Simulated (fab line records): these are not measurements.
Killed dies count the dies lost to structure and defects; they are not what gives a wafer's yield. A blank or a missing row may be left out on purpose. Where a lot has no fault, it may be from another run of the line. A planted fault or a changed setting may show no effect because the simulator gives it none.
Chamber matching | flow nand_harc | NHARC_A_CHANNEL_FILL_D2_ALD_02 on ald_hk-03 has 4 sister chambers
The step deposits SiO2, target thk 6 nm, pulse time 10 s, ald cycles 60. 14 wafers are shown with their chamber, then 7 later ones without.

== WAFERS PAIRED WITH THEIR CHAMBERS ==
wafer  | chamber | heater_power_w (W) | precursor_pulse_height_rel
L601.4 | 2       | 374                | 1.007
L601.5 | 1       | 463                | 1.007
L601.6 | 0       | 425                | 1.006
L602.3 | 3       | 465                | 1.029
L602.4 | 0       | 413                | 0.954
L602.6 | 1       | 454                | 1.018
L606.2 | 2       | 370                | 0.998
L606.4 | 0       | 413                | 0.957
L606.5 | 3       | 452                | 1.018
L607.1 | 0       | 430                | 0.970
L607.2 | 3       | 463                | 1.000
L607.3 | 1       | 468                | 0.982
L611.2 | 3       | 456                | 0.985
L611.4 | 0       | 405                | 1.035

SIGNATURES (means of the wafers above)
reading                    | chamber 0 | chamber 1 | chamber 2 | chamber 3 | scatter within a chamber
heater_power_w             | 417.20    | 461.67    | 372.00    | 459.00    | 7.92
precursor_pulse_height_rel | 0.98440   | 1.00233   | 1.00250   | 1.00800   | 0.026
Rule: for a wafer and a chamber, the distance is found by dividing, reading by reading, the gap between the wafer's reading and the chamber's mean by the reading's scatter, squaring, summing and taking the root. If the next closest chamber is less than 2 further off than the closest, the wafer can't be placed; otherwise it belongs to the closest. The scatter: the root of (the sum of the squares of (reading less its chamber's mean) over the shown wafers, divided by (wafers less chambers)).

== WAFERS WITHOUT THEIR CHAMBER ==
wafer  | heater_power_w (W) | precursor_pulse_height_rel
L611.6 | 353                | 1.003
L613.1 | 468                | 1.007
L613.2 | 413                | 0.991
L613.4 | 351                | 0.987
L624.2 | 461                | 0.952
L624.3 | 446                | 0.993
L624.5 | 365                | 0.974

== WHICH CHAMBER EACH ONE RAN IN ==
wafer  | from the rows above          | in truth
L611.6 | 2                            | 2
L613.1 | can't be placed: 1 or 3      | 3
L613.2 | 0                            | 0
L613.4 | 2                            | 2
L624.2 | can't be placed: 1 or 3      | 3
L624.3 | can't be placed: 3 or 1 or 0 | 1
L624.5 | 2                            | 2
Correct placement for 4 of the 7. From these rows, 3 cannot be placed; in 3 the true chamber is one of the candidates. 0 placed wrongly.
